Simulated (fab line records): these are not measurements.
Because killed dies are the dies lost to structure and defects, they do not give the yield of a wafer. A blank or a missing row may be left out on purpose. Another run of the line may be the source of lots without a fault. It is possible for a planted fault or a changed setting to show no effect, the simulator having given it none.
Matching of chambers    flow nand harc    NHARC_P_M2_PRE_CLEAN_32 on pecvd-03 has 3 sister chambers
The step time 12 s. 3 wafers are shown with their chamber, then 12 later ones without.

## WAFERS, EACH WITH ITS CHAMBER
wafer   chamber  heater power w (W)
L088.3  0        744
L091.4  1        624
L091.5  2        729

## WAFERS WITHOUT THEIR CHAMBER
wafer   heater power w (W)
L092.1  651
L092.2  614
L092.5  797
L093.1  775
L093.5  680
L093.6  528
L096.2  825
L096.3  625
L096.4  637
L096.1  639
L096.5  794
L096.6  638

## WHICH CHAMBER EACH ONE RAN IN
wafer   from the rows above           in truth
L092.1  can't be placed: 1 or 2 or 0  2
L092.2  1                             1
L092.5  can't be placed: 0 or 2       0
L093.1  can't be placed: 0 or 2       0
L093.5  can't be placed: 2 or 1 or 0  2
L093.6  1                             1
L096.2  can't be placed: 0 or 2       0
L096.3  1                             1
L096.4  can't be placed: 1 or 2       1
L096.1  can't be placed: 1 or 2 or 0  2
L096.5  can't be placed: 0 or 2       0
L096.6  can't be placed: 1 or 2 or 0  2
Correct placement for 3 of the 12. Can't be placed from these rows: 9 (the true chamber is among the candidates in 9). Placed wrongly: 0.
How it was worked out, from the rows above alone: a wafer's distance from a chamber is the root of the sum, over the readings, of the square of ((its reading less the chamber's mean) divided by the reading's scatter). The wafer belongs to the nearest chamber; if the next one is less than 2 further off, it can't be placed. Each chamber's mean is taken over the wafers shown for it. The scatter: root of mean squared gap, hidden wafer to nearest shown wafer, with one shown wafer a chamber.
